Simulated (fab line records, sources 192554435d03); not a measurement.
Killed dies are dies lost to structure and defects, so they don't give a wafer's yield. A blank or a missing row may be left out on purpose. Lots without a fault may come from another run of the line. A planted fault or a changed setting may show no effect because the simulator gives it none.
Chamber matching | flow n5_finfet | N5_WELL_APT_DESCUM_13 on rie_diel-04: 4 sister chambers
The step chemistry O2, time 7.9 s. 22 wafers are shown with their chamber, then 11 later ones without.

WAFERS WITH THEIR CHAMBER
wafer  | chamber | showerhead_plenum_p_Torr (Torr) | throttle_valve_pct (%) | oes_product_au (a.u.)
L074.2 | 2       | 2.06                            | 20.39                  | 1.00
L074.5 | 1       | 2.07                            | 20.60                  | 0.69
L074.6 | 0       | 2.09                            | 20.57                  | 0.71
L075.3 | 0       | 2.09                            | 20.58                  | 0.71
L075.4 | 1       | 2.07                            | 20.61                  | 0.70
L075.5 | 0       | 2.09                            | 20.58                  | 0.71
L076.2 | 0       | 2.09                            | 20.58                  | 0.72
L076.4 | 1       | 2.07                            | 20.59                  | 0.69
L076.6 | 0       | 2.09                            | 20.60                  | 0.72
L079.1 | 0       | 2.08                            | 20.60                  | 0.71
L079.4 | 2       | 2.06                            | 20.39                  | 0.92
L079.6 | 0       | 2.09                            | 20.61                  | 0.71
L080.1 | 2       | 2.05                            | 20.42                  | 0.91
L080.3 | 3       | 2.24                            | 20.26                  | 0.97
L080.6 | 2       | 2.05                            | 20.42                  | 0.92
L082.1 | 3       | 2.24                            | 20.24                  | 0.95
L082.4 | 1       | 2.06                            | 20.62                  | 0.68
L082.6 | 1       | 2.06                            | 20.61                  | 0.68
L084.3 | 0       | 2.08                            | 20.63                  | 0.70
L084.5 | 2       | 2.05                            | 20.44                  | 0.90
L084.6 | 1       | 2.06                            | 20.61                  | 0.68
L086.1 | 0       | 2.08                            | 20.63                  | 0.70

SIGNATURES (means of the wafers above)
reading                  | chamber 0 | chamber 1 | chamber 2 | chamber 3 | scatter within a chamber
showerhead_plenum_p_Torr | 2.0867    | 2.0650    | 2.0540    | 2.2400    | 0.00511
throttle_valve_pct       | 20.5978   | 20.6067   | 20.4120   | 20.2500   | 0.0191
oes_product_au           | 0.7100    | 0.6867    | 0.9300    | 0.9600    | 0.0202
Rule: a wafer's distance from a chamber is the root of the sum, over the readings, of the square of ((its reading less the chamber's mean) divided by the reading's scatter). The wafer belongs to the nearest chamber; if the next one is less than 2 further off, it can't be placed. The scatter: the root of (the sum of the squares of (reading less its chamber's mean) over the shown wafers, divided by (wafers less chambers)).

WAFERS WITHOUT THEIR CHAMBER
wafer  | showerhead_plenum_p_Torr (Torr) | throttle_valve_pct (%) | oes_product_au (a.u.)
L086.2 | 2.06                            | 20.61                  | 0.68
L086.4 | 2.05                            | 20.43                  | 0.89
L088.2 | 2.23                            | 20.25                  | 0.91
L088.3 | 2.06                            | 20.61                  | 0.68
L088.5 | 2.06                            | 20.63                  | 0.68
L093.1 | 2.06                            | 20.62                  | 0.67
L093.4 | 2.23                            | 20.29                  | 0.88
L093.5 | 2.23                            | 20.30                  | 0.88
L095.1 | 2.07                            | 20.65                  | 0.69
L095.3 | 2.22                            | 20.29                  | 0.87
L095.4 | 2.06                            | 20.65                  | 0.67

WHICH CHAMBER EACH WENT THROUGH
wafer  | from the rows above     | in truth
L086.2 | 1                       | 1
L086.4 | 2                       | 2
L088.2 | 3                       | 3
L088.3 | 1                       | 1
L088.5 | 1                       | 1
L093.1 | 1                       | 1
L093.4 | 3                       | 3
L093.5 | 3                       | 3
L095.1 | can't be placed: 1 or 0 | 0
L095.3 | 3                       | 3
L095.4 | 1                       | 1
Placed correctly: 10 of 11. Can't be placed from these rows: 1 (the true chamber is among the candidates in 1). Placed wrongly: 0.
